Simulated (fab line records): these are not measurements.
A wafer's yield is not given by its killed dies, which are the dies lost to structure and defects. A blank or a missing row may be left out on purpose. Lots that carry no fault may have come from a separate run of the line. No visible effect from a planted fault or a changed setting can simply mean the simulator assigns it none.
Chamber matching	flow n5Finfet	4 sister chambers for N5_MOL_CONTACT_COAG_CMP_23 on cmp-01
The step polishes, stops on SiO2, t overpolish 1.5 s, target thk 0 nm. 4 wafers are shown with their chamber, then 9 later ones without.

## WAFERS PAIRED WITH THEIR CHAMBERS
wafer	chamber	motorCurrentA (A)
L091.6	2	7.3
L092.1	0	8.0
L092.4	3	7.7
L092.6	1	8.7

## WAFERS WHOSE CHAMBER IS MISSING
wafer	motorCurrentA (A)
L093.3	7.2
L093.4	7.4
L093.6	8.4
L094.1	8.1
L094.2	8.6
L094.6	8.7
L097.1	7.0
L097.2	8.7
L097.5	7.6

## THE CHAMBER EACH PASSED THROUGH
wafer	from the rows above	in truth
L093.3	2	2
L093.4	can't be placed: 2 or 3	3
L093.6	can't be placed: 1 or 0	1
L094.1	can't be placed: 0 or 3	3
L094.2	1	1
L094.6	1	1
L097.1	2	2
L097.2	1	1
L097.5	can't be placed: 3 or 2 or 0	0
5 of 9 placed correctly. Cannot be placed on the basis of these rows: 4; the candidates contain the true chamber in 4. Wrongly placed: 0.
How it was worked out, from the rows above alone: a wafer's distance from a chamber is the root of the sum, over the readings, of the square of ((its reading less the chamber's mean) divided by the reading's scatter). The wafer belongs to the nearest chamber; if the next one is less than 2 further off, it can't be placed. Each chamber's mean is taken over the wafers shown for it. The scatter: with one shown wafer a chamber, the root of the mean of the squares of how far each hidden wafer lies from its nearest shown one.
